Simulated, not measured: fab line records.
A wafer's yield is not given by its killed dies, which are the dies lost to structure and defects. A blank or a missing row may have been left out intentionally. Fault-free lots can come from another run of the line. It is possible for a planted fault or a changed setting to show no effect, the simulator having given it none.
Which tool did it? ; flow n5_finfet ; 8 lots, 24 wafers sampled, at 2 steps of a route of 1938

WHAT EACH GAUGE READ, for each wafer
N5_ZERO_LAYER_INSPECT_20: inspects for defects (darkfield).
lot;measured;on;raw_defect_count
L309;day 1 19:16;defect_inspect-01;24 15 23
L315;day 3 07:23;defect_inspect-01;38 63 26
L317;day 3 19:23;defect_inspect-02;35 80 62
L321;day 4 19:17;defect_inspect-02;47 60 37
L322;day 5 01:23;defect_inspect-01;14 21 27
L323;day 5 07:36;defect_inspect-02;36 752 43
L324;day 5 13:42;defect_inspect-02;778 34 779
L327;day 6 07:15;defect_inspect-01;63 68 25

WHICH TOOL RAN EACH LOT (tool, then ch and the chambers of the sampled wafers, then the start)
lot;N5_ZERO_LAYER_STRIP_24
L309;plasma_asher-02 ch 0,1, day 1 18:55
L315;plasma_asher-01 ch 0,1, day 3 07:01
L317;plasma_asher-02 ch 0,1, day 3 19:01
L321;plasma_asher-01 ch 0,1, day 4 18:55
L322;plasma_asher-01 ch 0, day 5 01:01
L323;plasma_asher-02 ch 0,1, day 5 07:15
L324;plasma_asher-02 ch 0,1, day 5 13:22
L327;plasma_asher-01 ch 0,1, day 6 06:53
- N5_ZERO_LAYER_STRIP_24: strips in O2.

THE ANSWER, worked out from the rows above alone
Rule: usual is defined by the lots themselves. Put in order of their means at a reading, lots are off if they are a third of the lots or fewer, leave a main group of 4 or more, and stand apart from it by a gap of 3 or more times the standard deviation of the main group's means; of several such gaps the widest counts. The tables above print the reading to a certain number of digits; a main group whose means all agree to those digits is not used. Also off: a lot with no number at a reading for which 4 or more lots have one. Where the step has rows for the other lots, those lots are counted as sound.
Off: L323, L324 (N5_ZERO_LAYER_INSPECT_20, raw_defect_count). The main group: mean 40, standard deviation 15.
A tool fits if, at a process step before that reading, it ran every lot that is off, and no sound lot after the first of them. Gauges at N5_ZERO_LAYER_INSPECT_20: tried the same way as those tools. Undecided on this evidence; 2 tools fit (plasma_asher-02 at N5_ZERO_LAYER_STRIP_24, defect_inspect-02 at N5_ZERO_LAYER_INSPECT_20).

WHAT HAD BEEN PUT IN BY THE SIMULATOR
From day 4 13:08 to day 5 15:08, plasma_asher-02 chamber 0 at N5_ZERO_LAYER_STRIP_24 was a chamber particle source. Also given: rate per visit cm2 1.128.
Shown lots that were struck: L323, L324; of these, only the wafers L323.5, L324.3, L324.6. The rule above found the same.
